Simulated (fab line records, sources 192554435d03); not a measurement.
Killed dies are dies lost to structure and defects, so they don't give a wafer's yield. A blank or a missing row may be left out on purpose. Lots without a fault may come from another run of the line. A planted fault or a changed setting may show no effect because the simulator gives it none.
fab line records | flow n5_finfet
record lots=24 wafers=72 last_day=17
route steps=1938 shown BEOL_M2@924 BEOL_M3@933
lots that met no fault: from a run of the same line without faults
start_h: hours from the record's first day to the start of the lot's first wafer shown | wait_h: hours since the lot's step before | " the same as in the row above | L1.1+2: a row that stands for several wafers | - no value, or no start given | * or withheld: withheld | < > ~ a bound
route shown NAME@n: a module of which the file shows steps, and the number in the route of the first | usual: mean/standard deviation of fault-free wafers | same: alike in all rows | chamber/n: place in a boat | sites: the reading at each site | _std_site: their standard deviation | _edge_site: outer sites' mean less inner sites' | radius_mm: how far each site lies from the wafer's centre | mask NAME#n: copy n | behind: the tool/chamber that last shaped the wafer | hold: why the lot was held/for how many hours/how that ended | device: the transistor (n, p or np) that didn't switch | end of line: the same wafers' tests at the end of the route | a step without rows: its recipe alone | killed: dies lost to structure and defects at the first sort, not the wafer's yield | map: a wafer's dies, x killed, . not, _ none there
set.NAME: the setting as run; set.NAME@STEP: as run at that earlier step | model.NAME: the simulator's own value behind a step, which no gauge read
steps of the route over a sample of lots; a table a step, a row a wafer
services: from which hour (start_h, from the record's first day; less than 0 if before it) a tool's chamber was out of use, for how many hours, and why
## steps
# step N5_BEOL_M2_THK_MEAS_53
# recipe thk_meas_gauge=xrf reads=Cu_of_BEOL_M2_ECD_50
# usual M2_THK=40.7/1.2
# columns lot.wafer tool chamber start_h wait_h M2_THK[nm]
L074.1 film_metro-01 - 139.14 - 40.1
L074.3 " - " " 41.7
L074.5 " - " " 41.9
L075.3 film_metro-02 - 153.99 - 38.4
L075.5 " - " " 40.2
L075.6 " - " " 39.4
L077.1 film_metro-02 - 158.86 - 39.8
L077.4 " - " " 41.0
L077.6 " - " " 40.1
L076.1 film_metro-01 - 168.38 - 40.6
L076.4 " - " " 40.1
L076.5 " - " " 38.5
L078.1 film_metro-02 - 169.99 - 39.1
L078.2 " - " " 40.0
L078.3 " - " " 39.7
L079.2 film_metro-01 - 171.81 - 40.3
L079.3 " - " " 41.0
L079.5 " - " " 40.4
L080.1 film_metro-01 - 174.12 - 39.1
L080.2 " - " " 42.2
L080.6 " - " " 41.4
L081.2 film_metro-02 - 208.63 - 37.8
L081.4 " - " " 37.6
L081.5 " - " " 39.4
L084.1 film_metro-02 - 208.78 - 41.4
L084.3 " - " " 42.5
L084.5 " - " " 41.7
L083.1 film_metro-02 - 211.50 - 40.9
L083.3 " - " " 40.8
L083.5 " - " " 41.3
L082.3 film_metro-01 - 213.34 - 40.2
L082.4 " - " " 40.0
L082.5 " - " " 40.7
L085.2 film_metro-01 - 215.29 - 40.9
L085.4 " - " " 39.2
L085.5 " - " " 42.5
L086.2 film_metro-02 - 221.61 - 41.3
L086.4 " - " " 39.8
L086.6 " - " " 42.1
L087.2 film_metro-02 - 227.79 - 40.3
L087.3 " - " " 42.2
L087.4 " - " " 41.1
L088.3 film_metro-01 - 229.76 - 41.3
L088.4 " - " " 40.1
L088.5 " - " " 40.1
L089.1 film_metro-01 - 233.76 - 38.2
L089.3 " - " " 39.9
L089.4 " - " " 41.6
L090.1 film_metro-02 - 250.40 - 39.5
L090.2 " - " " 41.3
L090.3 " - " " 42.6
L092.1 film_metro-01 - 255.99 - 42.0
L092.4 " - " " 43.1
L092.5 " - " " 40.1
L091.1 film_metro-01 - 260.93 - 41.2
L091.2 " - " " 39.2
L091.5 " - " " 42.2
L093.1 film_metro-01 - 262.24 - 41.5
L093.2 " - " " 43.5
L093.5 " - " " 40.5
L094.2 film_metro-01 - 265.21 - 41.2
L094.3 " - " " 40.9
L094.5 " - " " 42.1
L095.2 film_metro-02 - 277.12 - 40.0
L095.4 " - " " 40.5
L095.6 " - " " 40.6
L096.1 film_metro-02 - 280.38 - 39.9
L096.2 " - " " 40.5
L096.6 " - " " 41.0
L097.1 film_metro-02 - 283.84 - 42.6
L097.2 " - " " 40.4
L097.4 " - " " 39.5
# step N5_BEOL_M3_PECVD_72
# recipe material=SiO2 target_thk_a=160 temp_c=400 precursor=TEOS/O2 pressure_torr=5.5 rf_w=450 teos_flow_sccm=53.8 gas=O2 flow_sccm=3000 time_s=18
# usual chamber_pressure_Torr=5.500/0.012 heater_power_w=678/66 showerhead_plenum_p_Torr=8.75/0.056 throttle_valve_pct=22.3/1.1
# columns lot.wafer tool chamber start_h wait_h chamber_pressure_Torr heater_power_w showerhead_plenum_p_Torr throttle_valve_pct
L074.1 pecvd-02 2 139.57 0.0 5.487 660 8.81 20.5
L074.3 " 0 " " 5.500 638 8.64 23.2
L074.5 " 0 " " 5.512 630 8.66 23.3
L075.3 pecvd-02 0 154.53 0.0 5.511 676 8.66 23.3
L075.5 " 1 " " 5.494 668 8.84 23.1
L075.6 " 0 " " 5.497 690 8.66 23.3
L077.1 pecvd-02 1 159.32 0.0 5.503 746 8.86 23.3
L077.4 " 1 " " 5.495 744 8.83 22.9
L077.6 " 0 " " 5.510 698 8.66 23.4
L076.1 pecvd-04 1 168.83 0.0 5.511 657 8.73 23.7
L076.4 " 2 " " 5.489 593 8.81 24.0
L076.5 " 1 " " 5.496 663 8.72 23.7
L078.1 pecvd-04 0 170.43 0.0 5.514 790 8.75 21.8
L078.2 " 1 " " 5.486 588 8.73 23.8
L078.3 " 2 " " 5.498 631 8.80 23.8
L079.2 pecvd-03 1 172.27 0.1 5.505 613 8.77 21.3
L079.3 " 0 " " 5.498 744 8.74 21.9
L079.5 " 0 " " 5.499 732 8.76 21.9
L080.1 pecvd-02 1 174.55 0.0 5.503 757 8.86 23.0
L080.2 " 2 " " 5.483 653 8.78 20.4
L080.6 " 1 " " 5.503 752 8.85 22.9
L081.2 pecvd-03 2 209.33 0.0 5.494 686 8.70 21.6
L081.4 " 0 " " 5.514 679 8.75 21.6
L081.5 " 1 " " 5.504 502 8.72 21.5
L084.1 pecvd-04 0 209.34 0.0 5.521 778 8.75 22.0
L084.3 " 0 " " 5.517 778 8.76 22.2
L084.5 " 1 " " 5.513 672 8.72 23.9
L083.1 pecvd-03 2 211.93 0.0 5.491 759 8.71 21.2
L083.3 " 0 " " 5.496 691 8.76 21.7
L083.5 " 0 " " 5.498 697 8.76 21.8
L082.3 pecvd-04 1 213.78 0.1 5.502 544 8.75 23.6
L082.4 " 0 " " 5.509 746 8.75 21.9
L082.5 " 0 " " 5.481 758 8.75 22.0
L085.2 pecvd-03 2 215.76 0.0 5.483 694 8.72 21.5
L085.4 " 1 " " 5.490 505 8.75 21.3
L085.5 " 0 " " 5.486 685 8.77 21.9
L086.2 pecvd-04 1 222.07 0.0 5.500 644 8.75 23.7
L086.4 " 1 " " 5.498 633 8.73 23.3
L086.6 " 1 " " 5.489 662 8.76 24.0
L087.2 pecvd-03 2 228.24 0.0 5.479 737 8.70 21.4
L087.3 " 1 " " 5.511 554 8.72 21.5
L087.4 " 1 " " 5.517 569 8.74 21.7
L088.3 pecvd-03 2 230.19 0.0 5.466 751 8.68 21.6
L088.4 " 2 " " 5.509 755 8.70 21.5
L088.5 " 1 " " 5.484 645 8.74 21.7
L089.1 pecvd-02 2 234.46 0.0 5.501 667 8.80 20.8
L089.3 " 0 " " 5.492 638 8.65 23.5
L089.4 " 1 " " 5.507 750 8.81 22.7
L090.1 pecvd-02 0 250.83 0.0 5.494 695 8.64 23.6
L090.2 " 2 " " 5.497 711 8.80 20.5
L090.3 " 1 " " 5.493 729 8.83 22.9
L092.1 pecvd-04 0 256.41 0.0 5.506 750 8.73 21.8
L092.4 " 0 " " 5.506 765 8.74 22.5
L092.5 " 1 " " 5.522 620 8.73 23.8
L091.1 pecvd-02 2 261.48 0.0 5.504 752 8.80 20.5
L091.2 " 0 " " 5.506 676 8.65 23.6
L091.5 " 0 " " 5.484 663 8.66 23.5
L093.1 pecvd-02 1 262.67 0.0 5.500 657 8.80 23.2
L093.2 " 0 " " 5.507 677 8.66 23.7
L093.5 " 0 " " 5.506 669 8.65 23.5
L094.2 pecvd-02 0 265.64 0.0 5.503 646 8.64 23.7
L094.3 " 2 " " 5.501 763 8.82 20.2
L094.5 " 1 " " 5.510 683 8.83 22.7
L095.2 pecvd-02 0 277.56 0.0 5.492 705 8.65 23.8
L095.4 " 0 " " 5.488 715 8.66 23.9
L095.6 " 1 " " 5.509 737 8.84 22.9
L096.1 pecvd-04 2 280.81 0.0 5.504 694 8.78 20.9
L096.2 " 0 " " 5.495 656 8.75 22.1
L096.6 " 2 " " 5.525 672 8.77 20.8
L097.1 pecvd-04 2 284.27 0.0 5.504 574 8.78 20.7
L097.2 " 0 " " 5.510 740 8.73 22.1
L097.4 " 1 " " 5.476 626 8.74 23.7
# step N5_BEOL_M3_DESCUM_33
# recipe chemistry=O2 time_s=7 source_power_w=50 bias_power_w=20 pressure_mtorr=20 rf_frequency_hz=2.712e+07 temp_c=40 resist=CAR-EUV o2_flow_sccm=225
# usual drypump_motor_current_A=5.8/0.51 oes_product_au=0.80/0.076 rf_vpp_V=243.3/1.4 showerhead_plenum_p_Torr=2.10/0.074 throttle_valve_pct=20.43/0.21
# columns lot.wafer tool chamber start_h wait_h drypump_motor_current_A oes_product_au rf_hours_counter_h rf_vpp_V showerhead_plenum_p_Torr throttle_valve_pct
L074.1 rie_diel-05 3 141.32 0.0 5.7 0.68 240 239.7 1.98 20.67
L074.3 " 2 " " 5.4 0.74 164 243.5 2.08 20.73
L074.5 " 2 " " 5.4 0.75 - 243.0 2.08 20.72
L075.3 rie_diel-06 1 156.28 0.0 5.5 0.74 173 241.1 1.99 20.36
L075.5 " 2 " " 6.5 0.77 - 242.1 2.09 20.50
L075.6 " 1 " " 5.5 0.74 - 240.4 1.99 20.32
L077.1 rie_diel-06 2 160.90 0.0 6.5 0.78 145 243.9 2.09 20.51
L077.4 " 3 " " 6.5 0.84 73 241.9 2.04 20.44
L077.6 " 3 " " 6.5 0.84 - 241.4 2.04 20.46
L076.1 rie_diel-06 1 170.95 0.0 5.5 0.74 177 241.9 1.99 20.34
L076.4 " 3 " " 6.5 0.84 76 242.3 2.04 20.48
L076.5 " 3 " " 6.5 0.84 - 242.3 2.04 20.46
L078.1 rie_diel-06 0 172.30 0.0 5.7 0.86 39 243.2 2.12 20.02
L078.2 " 2 " " 6.4 0.77 148 243.6 2.09 20.51
L078.3 " 1 " " 5.5 0.74 177 240.7 1.99 20.34
L079.2 rie_diel-05 1 173.95 0.1 5.8 0.76 177 245.0 2.17 20.60
L079.3 " 2 " " 5.4 0.73 176 242.3 2.08 20.75
L079.5 " 1 " " 5.8 0.75 - 244.2 2.17 20.60
L080.1 rie_diel-06 2 176.05 0.0 6.5 0.77 149 242.4 2.09 20.52
L080.2 " 3 " " 6.6 0.84 78 242.5 2.04 20.46
L080.6 " 1 " " 5.5 0.75 - 240.6 1.99 20.33
L081.2 rie_diel-02 1 212.24 0.0 5.6 0.74 172 243.8 2.18 20.54
L081.4 " 3 " " 6.6 0.91 - 243.3 2.15 20.20
L081.5 " 0 " " 5.1 0.90 - 243.7 2.21 20.56
L084.1 rie_diel-02 0 212.42 0.0 5.1 0.90 28 244.4 2.21 20.56
L084.3 " 3 " " 6.6 0.91 21 244.1 2.15 20.20
L084.5 " 3 " " 6.6 0.92 - 244.9 2.15 20.20
L083.1 rie_diel-05 0 216.01 0.0 5.6 0.95 14 244.0 2.06 20.06
L083.3 " 1 " " 5.8 0.74 191 244.3 2.17 20.62
L083.5 " 1 " " 5.8 0.73 - 243.9 2.17 20.62
L082.3 rie_diel-06 3 216.20 0.0 6.6 0.82 89 242.4 2.03 20.48
L082.4 " 2 " " 6.5 0.76 161 243.1 2.09 20.52
L082.5 " 1 " " 5.5 0.72 - 242.3 1.98 20.34
L085.2 rie_diel-06 1 219.42 0.0 5.5 0.72 192 241.1 1.98 20.37
L085.4 " 2 " " 6.5 0.75 163 242.4 2.09 20.53
L085.5 " 2 " " 6.5 0.75 - 243.4 2.09 20.52
L086.2 rie_diel-02 3 225.95 0.3 6.5 0.90 26 243.7 2.15 20.20
L086.4 " 1 " " 5.5 0.72 - 242.4 2.17 20.54
L086.6 " 3 " " 6.6 0.90 - 244.0 2.15 20.20
L087.2 rie_diel-05 2 230.98 0.1 5.4 0.72 197 243.8 2.07 20.78
L087.3 " 3 " " 5.7 0.92 11 244.5 2.23 20.32
L087.4 " 1 " " 5.8 0.73 197 245.1 2.17 20.63
L088.3 rie_diel-02 2 231.64 0.0 5.1 0.79 93 242.2 2.03 20.33
L088.4 " 3 " " 6.6 0.91 28 244.2 2.15 20.20
L088.5 " 3 " " 6.6 0.90 - 244.6 2.15 20.22
L089.1 rie_diel-02 3 237.86 0.0 6.6 0.90 30 244.6 2.15 20.20
L089.3 " 2 " " 5.1 0.80 94 241.0 2.03 20.35
L089.4 " 1 " " 5.6 0.73 182 245.2 2.17 20.55
L090.1 rie_diel-02 3 253.75 0.0 6.6 0.89 33 244.9 2.15 20.22
L090.2 " 2 " " 5.1 0.79 98 243.1 2.03 20.34
L090.3 " 0 " " 5.1 0.88 41 245.7 2.21 20.58
L092.1 rie_diel-02 0 260.00 0.0 5.1 0.88 43 245.4 2.21 20.60
L092.4 " 3 " " 6.5 0.88 36 245.0 2.15 20.21
L092.5 " 2 " " 5.1 0.79 - 241.1 2.03 20.35
L091.1 rie_diel-06 2 263.72 0.0 6.5 0.75 176 242.9 2.08 20.56
L091.2 " 3 " " 6.5 0.82 103 242.2 2.03 20.52
L091.5 " 1 " " 5.5 0.71 - 241.1 1.98 20.39
L093.1 rie_diel-06 0 266.56 0.0 5.7 0.82 66 243.9 2.11 20.04
L093.2 " 3 " " 6.5 0.81 103 241.8 2.03 20.50
L093.5 " 3 " " 6.5 0.82 - 243.2 2.03 20.53
L094.2 rie_diel-05 1 272.12 0.0 5.8 0.73 206 243.1 2.16 20.64
L094.3 " 0 " " 5.6 0.91 28 242.9 2.06 20.11
L094.5 " 1 " " 5.8 0.72 - 245.4 2.16 20.66
L095.2 rie_diel-02 2 279.09 0.0 5.1 0.79 106 242.3 2.02 20.38
L095.4 " 0 " " 5.1 0.87 49 244.5 2.21 20.59
L095.6 " 3 " " 6.6 0.88 - 243.5 2.14 20.22
L096.1 rie_diel-05 1 282.37 0.0 5.8 0.72 208 245.2 2.16 20.66
L096.2 " 2 " " 5.4 0.72 210 243.5 2.07 20.79
L096.6 " 1 " " 5.9 0.73 - 244.2 2.16 20.65
L097.1 rie_diel-05 3 286.98 0.2 5.7 0.90 24 244.5 2.23 20.34
L097.2 " 0 " " 5.6 0.90 31 242.2 2.05 20.11
L097.4 " 1 " " 5.8 0.72 210 244.6 2.16 20.66
# step N5_BEOL_M3_PRE_CLEAN_45
# recipe gas=H2/He time_s=30 temp_c=250
# usual heater_power_w=327/25
# columns lot.wafer tool chamber start_h wait_h heater_power_w
L074.1 pvd_sputter-02 - 142.66 0.0 339
L074.3 " - " " 350
L074.5 " - " " 345
L075.3 pvd_sputter-03 - 158.96 0.0 349
L075.5 " - " " 338
L075.6 " - " " 354
L077.1 pvd_sputter-03 - 162.50 0.0 355
L077.4 " - " " 341
L077.6 " - " " 342
L076.1 pvd_sputter-01 - 172.07 0.0 318
L076.4 " - " " 316
L076.5 " - " " 262
L078.1 pvd_sputter-02 - 173.82 0.0 347
L078.2 " - " " 347
L078.3 " - " " 336
L079.2 pvd_sputter-01 - 174.85 0.0 313
L079.3 " - " " 339
L079.5 " - " " 320
L080.1 pvd_sputter-02 - 177.16 0.0 338
L080.2 " - " " 327
L080.6 " - " " 321
L084.1 pvd_sputter-01 - 214.75 0.0 266
L084.3 " - " " 322
L084.5 " - " " 354
L081.2 pvd_sputter-02 - 214.79 0.0 340
L081.4 " - " " 333
L081.5 " - " " 353
L083.1 pvd_sputter-02 - 218.81 0.0 348
L083.3 " - " " 347
L083.5 " - " " 343
L082.3 pvd_sputter-02 - 218.89 0.0 341
L082.4 " - " " 338
L082.5 " - " " 337
L085.2 pvd_sputter-01 - 221.58 0.0 313
L085.4 " - " " 348
L085.5 " - " " 354
L086.2 pvd_sputter-02 - 226.84 0.0 342
L086.4 " - " " 332
L086.6 " - " " 341
L087.2 pvd_sputter-02 - 233.39 0.0 341
L087.3 " - " " 334
L087.4 " - " " 351
L088.3 pvd_sputter-02 - 237.50 0.0 342
L088.4 " - " " 325
L088.5 " - " " 340
L089.1 pvd_sputter-03 - 247.36 0.0 283
L089.3 " - " " 357
L089.4 " - " " 317
L090.1 pvd_sputter-01 - 255.80 0.0 263
L090.2 " - " " 346
L090.3 " - " " 321
L092.1 pvd_sputter-02 - 265.43 0.0 344
L092.4 " - " " 346
L092.5 " - " " 352
L091.1 pvd_sputter-03 - 270.52 0.0 343
L091.2 " - " " 319
L091.5 " - " " 320
L093.1 pvd_sputter-02 - 270.55 0.0 346
L093.2 " - " " 346
L093.5 " - " " 350
L094.2 pvd_sputter-03 - 273.78 0.0 316
L094.3 " - " " 285
L094.5 " - " " 339
L095.2 pvd_sputter-01 - 283.40 0.0 356
L095.4 " - " " 263
L095.6 " - " " 324
L096.1 pvd_sputter-03 - 286.03 0.0 345
L096.2 " - " " 340
L096.6 " - " " 314
L097.1 pvd_sputter-01 - 289.98 0.0 341
L097.2 " - " " 259
L097.4 " - " " 316
# step N5_BEOL_M3_SPUTTER_48
# recipe material=Cu target_thk_a=45 temp_c=-20 chamber_pressure_pa=0.07 power_w=withheld time_s=8.29
# usual throttle_valve_pct=29.7/1.1
# columns lot.wafer tool chamber start_h wait_h throttle_valve_pct
L074.1 pvd_sputter-03 - 143.19 0.1 30.0
L074.3 " - " " 29.0
L074.5 " - " " 31.3
L075.3 pvd_sputter-01 - 159.46 0.1 31.1
L075.5 " - " " 31.0
L075.6 " - " " 28.4
L077.1 pvd_sputter-02 - 163.51 0.4 28.9
L077.4 " - " " 28.4
L077.6 " - " " 30.1
L076.1 pvd_sputter-01 - 172.80 0.2 31.0
L076.4 " - " " 30.2
L076.5 " - " " 31.0
L078.1 pvd_sputter-03 - 174.42 0.1 27.8
L078.2 " - " " 29.7
L078.3 " - " " 29.0
L079.2 pvd_sputter-01 - 175.36 0.1 28.5
L079.3 " - " " 29.9
L079.5 " - " " 28.4
L080.1 pvd_sputter-03 - 177.68 0.1 29.8
L080.2 " - " " 31.3
L080.6 " - " " 31.3
L081.2 pvd_sputter-01 - 215.45 0.2 28.8
L081.4 " - " " 30.9
L081.5 " - " " 28.6
L084.1 pvd_sputter-02 - 216.31 0.8 28.6
L084.3 " - " " 29.8
L084.5 " - " " 30.2
L083.1 pvd_sputter-02 - 219.66 0.4 28.7
L083.3 " - " " 30.0
L083.5 " - " " 29.2
L082.3 pvd_sputter-03 - 220.77 1.1 29.8
L082.4 " - " " 27.9
L082.5 " - " " 31.1
L085.2 pvd_sputter-01 - 222.26 0.1 28.3
L085.4 " - " " 31.0
L085.5 " - " " 28.8
L086.2 pvd_sputter-03 - 227.42 0.2 29.1
L086.4 " - " " 31.3
L086.6 " - " " 31.1
L087.2 pvd_sputter-01 - 234.24 0.3 31.0
L087.3 " - " " 28.5
L087.4 " - " " 30.7
L088.3 pvd_sputter-01 - 238.27 0.3 30.7
L088.4 " - " " 30.8
L088.5 " - " " 28.9
L089.1 pvd_sputter-02 - 247.99 0.1 28.5
L089.3 " - " " 30.4
L089.4 " - " " 28.9
L090.1 pvd_sputter-02 - 256.46 0.2 30.0
L090.2 " - " " 28.9
L090.3 " - " " 30.1
L092.1 pvd_sputter-03 - 268.06 1.7 31.1
L092.4 " - " " 27.9
L092.5 " - " " 29.1
L091.1 pvd_sputter-03 - 271.18 0.1 29.1
L091.2 " - " " 29.8
L091.5 " - " " 29.7
L093.1 pvd_sputter-01 - 271.34 0.2 30.3
L093.2 " - " " 30.8
L093.5 " - " " 30.8
L094.2 pvd_sputter-02 - 274.34 0.1 30.3
L094.3 " - " " 30.2
L094.5 " - " " 30.7
L095.2 pvd_sputter-02 - 285.23 0.2 30.1
L095.4 " - " " 30.4
L095.6 " - " " 30.5
L096.1 pvd_sputter-02 - 287.07 0.4 28.9
L096.2 " - " " 30.6
L096.6 " - " " 28.6
L097.1 pvd_sputter-03 - 291.10 0.4 28.8
L097.2 " - " " 28.1
L097.4 " - " " 29.5
# step N5_BEOL_M3_SPUTTER_88
# recipe material=Cu target_thk_a=45 temp_c=-20 chamber_pressure_pa=0.07 power_w=withheld time_s=8.29
# usual throttle_valve_pct=29.7/1.1
# columns lot.wafer tool chamber start_h wait_h throttle_valve_pct
L074.1 pvd_sputter-03 - 144.07 0.1 29.9
L074.3 " - " " 29.0
L074.5 " - " " 31.2
L075.3 pvd_sputter-01 - 160.34 0.1 31.1
L075.5 " - " " 30.9
L075.6 " - " " 28.6
L077.1 pvd_sputter-02 - 164.39 0.1 28.9
L077.4 " - " " 28.2
L077.6 " - " " 30.2
L076.1 pvd_sputter-01 - 173.68 0.1 30.9
L076.4 " - " " 30.1
L076.5 " - " " 31.1
L078.1 pvd_sputter-03 - 175.30 0.1 27.7
L078.2 " - " " 30.1
L078.3 " - " " 29.3
L079.2 pvd_sputter-01 - 176.24 0.1 28.8
L079.3 " - " " 29.9
L079.5 " - " " 28.9
L080.1 pvd_sputter-03 - 178.56 0.1 29.8
L080.2 " - " " 31.1
L080.6 " - " " 31.3
L081.2 pvd_sputter-01 - 216.33 0.1 28.7
L081.4 " - " " 30.8
L081.5 " - " " 28.6
L084.1 pvd_sputter-02 - 217.19 0.1 28.6
L084.3 " - " " 29.9
L084.5 " - " " 30.1
L083.1 pvd_sputter-02 - 220.54 0.1 28.9
L083.3 " - " " 30.0
L083.5 " - " " 28.8
L082.3 pvd_sputter-03 - 221.65 0.1 29.6
L082.4 " - " " 28.2
L082.5 " - " " 31.2
L085.2 pvd_sputter-01 - 223.14 0.1 28.9
L085.4 " - " " 30.6
L085.5 " - " " 28.8
L086.2 pvd_sputter-03 - 228.30 0.1 28.9
L086.4 " - " " 31.5
L086.6 " - " " 31.3
L087.2 pvd_sputter-01 - 235.12 0.1 30.8
L087.3 " - " " 28.8
L087.4 " - " " 31.0
L088.3 pvd_sputter-01 - 239.15 0.1 31.0
L088.4 " - " " 31.0
L088.5 " - " " 28.7
L089.1 pvd_sputter-02 - 248.87 0.1 28.5
L089.3 " - " " 30.4
L089.4 " - " " 28.9
L090.1 pvd_sputter-02 - 257.34 0.1 30.1
L090.2 " - " " 28.9
L090.3 " - " " 30.4
L092.1 pvd_sputter-03 - 268.94 0.1 31.5
L092.4 " - " " 28.1
L092.5 " - " " 29.5
L091.1 pvd_sputter-03 - 272.06 0.1 29.1
L091.2 " - " " 29.7
L091.5 " - " " 29.5
L093.1 pvd_sputter-01 - 272.22 0.1 30.1
L093.2 " - " " 31.0
L093.5 " - " " 30.6
L094.2 pvd_sputter-02 - 275.22 0.1 30.3
L094.3 " - " " 30.0
L094.5 " - " " 30.4
L095.2 pvd_sputter-02 - 286.11 0.1 29.7
L095.4 " - " " 30.4
L095.6 " - " " 30.1
L096.1 pvd_sputter-02 - 287.95 0.1 28.8
L096.2 " - " " 30.5
L096.6 " - " " 28.6
L097.1 pvd_sputter-03 - 291.98 0.1 29.0
L097.2 " - " " 27.8
L097.4 " - " " 29.8
## services
# columns tool chamber start_h hours kind
rie_diel-02 0 118.74 - clean
rie_diel-02 0 118.74 - consumable_replace:focus_ring
rie_diel-02 0 118.74 - consumable_replace:showerhead
rie_diel-02 0 118.74 18.6 scheduled_down
rie_diel-02 0 118.74 18.6 vent_cycle
pecvd-02 1 133.74 5.5 scheduled_down
rie_diel-05 0 134.07 5.7 repair
pecvd-04 0 140.44 5.5 scheduled_down
pecvd-04 - 140.80 0.6 repair
rie_diel-02 3 143.56 - clean
rie_diel-02 3 143.56 - consumable_replace:focus_ring
rie_diel-02 3 143.56 16.6 scheduled_down
rie_diel-02 3 143.56 16.6 vent_cycle
pecvd-03 2 166.60 19.3 repair
pecvd-04 - 172.05 0.9 repair
rie_diel-02 2 187.47 42.2 repair
rie_diel-05 - 197.43 0.5 repair
pecvd-04 2 202.38 - clean
pecvd-04 2 202.38 - consumable_replace:showerhead
pecvd-04 2 202.38 29.0 scheduled_down
pecvd-04 2 202.38 29.0 vent_cycle
pecvd-02 1 242.54 2.1 repair
pecvd-03 - 263.84 1.6 repair
pecvd-02 - 266.62 1.8 repair
## key
fault none
